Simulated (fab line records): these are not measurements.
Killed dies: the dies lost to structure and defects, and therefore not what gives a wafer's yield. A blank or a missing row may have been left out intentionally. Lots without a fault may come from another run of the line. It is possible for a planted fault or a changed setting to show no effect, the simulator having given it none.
Chamber matching :: flow nand-harc :: NHARC_A_WL_FILL_ALD_19 on ald-metal-02: 4 sister chambers
The step deposits TiN, target thk 2 nm, pulse time 3 s, ald cycles 100. 8 wafers are shown with their chamber, then 9 later ones without.

== WAFERS PAIRED WITH THEIR CHAMBERS ==
wafer: L079.4
chamber: 2
heater-power-w (W): 1100
precursor-pulse-height-rel: 1.032

wafer: L079.6
chamber: 3
heater-power-w (W): 1156
precursor-pulse-height-rel: 0.998

wafer: L082.5
chamber: 2
heater-power-w (W): 1103
precursor-pulse-height-rel: 0.985

wafer: L085.3
chamber: 0
heater-power-w (W): 1378
precursor-pulse-height-rel: 0.987

wafer: L085.5
chamber: 0
heater-power-w (W): 1338
precursor-pulse-height-rel: 1.008

wafer: L088.2
chamber: 1
heater-power-w (W): 1018
precursor-pulse-height-rel: 1.035

wafer: L088.3
chamber: 3
heater-power-w (W): 1145
precursor-pulse-height-rel: 1.015

wafer: L088.5
chamber: 1
heater-power-w (W): 1015
precursor-pulse-height-rel: 0.993

== WAFERS WHOSE CHAMBER IS MISSING ==
wafer: L091.2
heater-power-w (W): 1010
precursor-pulse-height-rel: 1.018

wafer: L091.4
heater-power-w (W): 1355
precursor-pulse-height-rel: 1.001

wafer: L091.5
heater-power-w (W): 1101
precursor-pulse-height-rel: 1.019

wafer: L092.2
heater-power-w (W): 1336
precursor-pulse-height-rel: 1.023

wafer: L092.4
heater-power-w (W): 999
precursor-pulse-height-rel: 0.997

wafer: L092.5
heater-power-w (W): 1324
precursor-pulse-height-rel: 1.026

wafer: L095.2
heater-power-w (W): 1098
precursor-pulse-height-rel: 1.000

wafer: L095.4
heater-power-w (W): 1313
precursor-pulse-height-rel: 1.015

wafer: L095.5
heater-power-w (W): 1149
precursor-pulse-height-rel: 1.018

== WHICH CHAMBER EACH ONE RAN IN ==
wafer: L091.2
from the rows above: 1
in truth: 1

wafer: L091.4
from the rows above: 0
in truth: 0

wafer: L091.5
from the rows above: 2
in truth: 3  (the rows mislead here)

wafer: L092.2
from the rows above: 0
in truth: 0

wafer: L092.4
from the rows above: 1
in truth: 1

wafer: L092.5
from the rows above: 0
in truth: 0

wafer: L095.2
from the rows above: 2
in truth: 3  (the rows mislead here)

wafer: L095.4
from the rows above: 0
in truth: 0

wafer: L095.5
from the rows above: 3
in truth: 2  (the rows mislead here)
Correctly placed: 6 of 9. Not placeable from these rows: 0. 3 placed wrongly.
How it was worked out, from the rows above alone: a wafer's distance from a chamber is the root of the sum, over the readings, of the square of ((its reading less the chamber's mean) divided by the reading's scatter). The wafer belongs to the nearest chamber; if the next one is less than 2 further off, it can't be placed. For every chamber, the mean is computed from those of its wafers that are shown. How the scatter is found: for the shown wafers, subtract from each reading the mean of its chamber, square and add these, divide the total by (wafers less chambers), then take the root.
